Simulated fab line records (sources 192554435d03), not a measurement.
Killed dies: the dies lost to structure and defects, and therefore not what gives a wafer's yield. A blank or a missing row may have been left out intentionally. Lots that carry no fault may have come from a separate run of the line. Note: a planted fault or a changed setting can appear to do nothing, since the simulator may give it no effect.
Matching of chambers :: flow n5Finfet :: rieDiel-01 running N5_BEOL_M13_ETCH_59: 4 sister chambers
The step etches BARC in N2/H2, target depth 89 nm, overetch 26.7 nm, time 67.9 s. 4 wafers are shown with their chamber, then 11 later ones without.

== EACH WAFER AND ITS CHAMBER ==
wafer: L089.2
chamber: 2
drypumpMotorCurrentA (A): 6.4

wafer: L089.4
chamber: 3
drypumpMotorCurrentA (A): 6.0

wafer: L089.5
chamber: 1
drypumpMotorCurrentA (A): 6.3

wafer: L090.2
chamber: 0
drypumpMotorCurrentA (A): 6.6

== WAFERS WITH NO CHAMBER GIVEN ==
wafer: L090.4
drypumpMotorCurrentA (A): 6.0

wafer: L090.5
drypumpMotorCurrentA (A): 6.0

wafer: L093.3
drypumpMotorCurrentA (A): 6.4

wafer: L093.5
drypumpMotorCurrentA (A): 6.6

wafer: L093.6
drypumpMotorCurrentA (A): 6.3

wafer: L079.1
drypumpMotorCurrentA (A): 6.4

wafer: L079.2
drypumpMotorCurrentA (A): 6.3

wafer: L079.6
drypumpMotorCurrentA (A): 6.7

wafer: L095.1
drypumpMotorCurrentA (A): 6.3

wafer: L095.4
drypumpMotorCurrentA (A): 6.0

wafer: L095.6
drypumpMotorCurrentA (A): 6.0

== THE CHAMBER EACH PASSED THROUGH ==
wafer: L090.4
from the rows above: 3
in truth: 3

wafer: L090.5
from the rows above: 3
in truth: 3

wafer: L093.3
from the rows above: 2
in truth: 2

wafer: L093.5
from the rows above: 0
in truth: 0

wafer: L093.6
from the rows above: 1
in truth: 1

wafer: L079.1
from the rows above: 2
in truth: 2

wafer: L079.2
from the rows above: 1
in truth: 1

wafer: L079.6
from the rows above: 0
in truth: 0

wafer: L095.1
from the rows above: 1
in truth: 1

wafer: L095.4
from the rows above: 3
in truth: 3

wafer: L095.6
from the rows above: 3
in truth: 3
Correctly placed: 11 of 11. Can't be placed from these rows: 0. Wrongly placed: 0.
How it was worked out, from the rows above alone: a wafer's distance from a chamber is the root of the sum, over the readings, of the square of ((its reading less the chamber's mean) divided by the reading's scatter). If the next closest chamber is less than 2 further off than the closest, the wafer can't be placed; otherwise it belongs to the closest. A chamber's mean is the mean of its shown wafers. The scatter: root of mean squared gap, hidden wafer to nearest shown wafer, with one shown wafer a chamber.
